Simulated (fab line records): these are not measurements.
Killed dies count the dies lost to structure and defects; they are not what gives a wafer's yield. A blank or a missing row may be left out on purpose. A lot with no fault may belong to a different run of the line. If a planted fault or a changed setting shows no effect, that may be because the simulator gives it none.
Comparing a struck lot with a sound one ; flow n5_finfet ; 15 steps out of a route of 1938
Sound: wafers L466.1, L466.2, L466.4. Struck: wafer L472.5; the same lot's L472.2 was not struck, so it is left out; see the end for the cause.
At each step with rows: each side's tool, then ch and its chambers, then its first start. Under that, the readings that differ: sound wafers ; struck wafers ; difference of the means ; sigmas: that difference in standard deviations of wafers without a fault.
alike: readings whose means differ by less than 2 such deviations, and words and numbers that are the same on both sides. not compared: withheld readings, readings that some wafer has no value for, bounds like >300 that may hide the same value, and numbers for which the record gives no deviation and whose values overlap.
The two part at a step that has a row with sigmas, a row that says differs or no value, or rows on one side only. Numbers that don't overlap but have no deviation are shown without sigmas and don't part them. Lack of a reading on every wafer of one side parts them only where that side has two or more wafers.

first, 8 steps without rows for these wafers: N5_BEOL_M11_COAT_59 (time 60 s, resist thk 100 nm); N5_BEOL_M11_COAT_60 (time 60 s, resist thk 30 nm); N5_BEOL_M11_COAT_05 (resist thk 90 nm); N5_BEOL_M11_EBR_07; N5_BEOL_M11_SOFTBAKE_06 (time 60 s); N5_BEOL_M11_EXPOSE_08 (exposes mask M11); N5_BEOL_M11_PEB_09 (peb time 60 s); N5_BEOL_M11_DEVELOP_10 (develop time 30 s).
N5_BEOL_M11_CD_MEAS_11: the cd target is 64.1 nm.
  sound on cd_sem-01 ch 0, day 12 13:49; struck on cd_sem-02 ch 0, day 14 09:44
reading;sound;struck;difference;sigmas
cd_nm (nm);64.5 64.7 64.9;63.4;-1.3;-2
N5_BEOL_M11_OVL_MEAS_12:
  sound on overlay-01 ch 0, day 12 13:50; struck on overlay-01 ch 0, day 14 09:46
  alike: M11_OVL
N5_BEOL_M11_INSPECT_13: inspects for defects (brightfield).
  sound on defect_inspect-02 at day 12 13:52; struck on defect_inspect-01 at day 14 09:47
  alike: raw_defect_count
N5_BEOL_M11_DESCUM_16: chemistry O2, time 7.9 s.
  sound on rie_diel-03 ch 0,2,3, day 12 13:54; struck on rie_diel-06 ch 3, day 14 09:49
  alike: bias_power_w, drypump_motor_current_A, oes_product_au, rf_vpp_V, showerhead_plenum_p_Torr, throttle_valve_pct
  not compared: rf_hours_counter_h
N5_BEOL_M11_ETCH_61: etches SiARC in CF4, target depth 39 nm, time 65 s.
  sound on rie_diel-03 ch 0,2,3, day 12 13:56; struck on rie_diel-06 ch 3, day 14 09:51
reading;sound;struck;difference;sigmas
etch_rf_on_time_s (s);63.7 66.5 64.5;73.4;+8.5;+5
  alike: drypump_motor_current_A, oes_product_au, rf_vpp_V, showerhead_plenum_p_Torr, throttle_valve_pct
  not compared: rf_hours_counter_h
N5_BEOL_M11_ETCH_62: etches SOC in N2/H2, target depth 110 nm, overetch 22 nm, time 165 s.
  sound on rie_diel-03 ch 0,2,3, day 12 13:59; struck on rie_diel-06 ch 3, day 14 09:54
  alike: drypump_motor_current_A, oes_product_au, rf_vpp_V, showerhead_plenum_p_Torr, throttle_valve_pct
  not compared: rf_hours_counter_h
-- here the record skips 2 days between the struck wafers' starts before and after, leaving off in module BEOL_M11 and picking up in module PASSIVATION (first step shown: number 1936 of the route) --
N5_PASSIVATION_PROBE_49:
  sound on prober-02 at day 14 09:58; struck on prober-01 at day 16 15:17
reading;sound;struck;difference;sigmas
defect_limited_yield (%);92.8 95.0 93.1;90.3;-3.3;-2
killed_at_M4_up;4 3 14;24;+17;+3
killed_dies;85 59 81;115;+40;+2
killed_open;52 36 52;87;+40;+3
sort_bin_5_function (%);3.5 3.1 4.2;6.4;+2.8;+3
sort_n_pass;1095 1121 1099;1065;-40;-2
sort_yield_pct (%);92.8 95.0 93.1;90.3;-3.3;-2
  alike: killed_at_M0_to_M3, killed_at_contacts, killed_at_front_end, killed_at_other, killed_short, sort_bin_6_memory

WHERE THEY PART
At N5_BEOL_M11_CD_MEAS_11 first; at N5_PASSIVATION_PROBE_49 last (within this record only).

WHY: the cause the simulator had injected
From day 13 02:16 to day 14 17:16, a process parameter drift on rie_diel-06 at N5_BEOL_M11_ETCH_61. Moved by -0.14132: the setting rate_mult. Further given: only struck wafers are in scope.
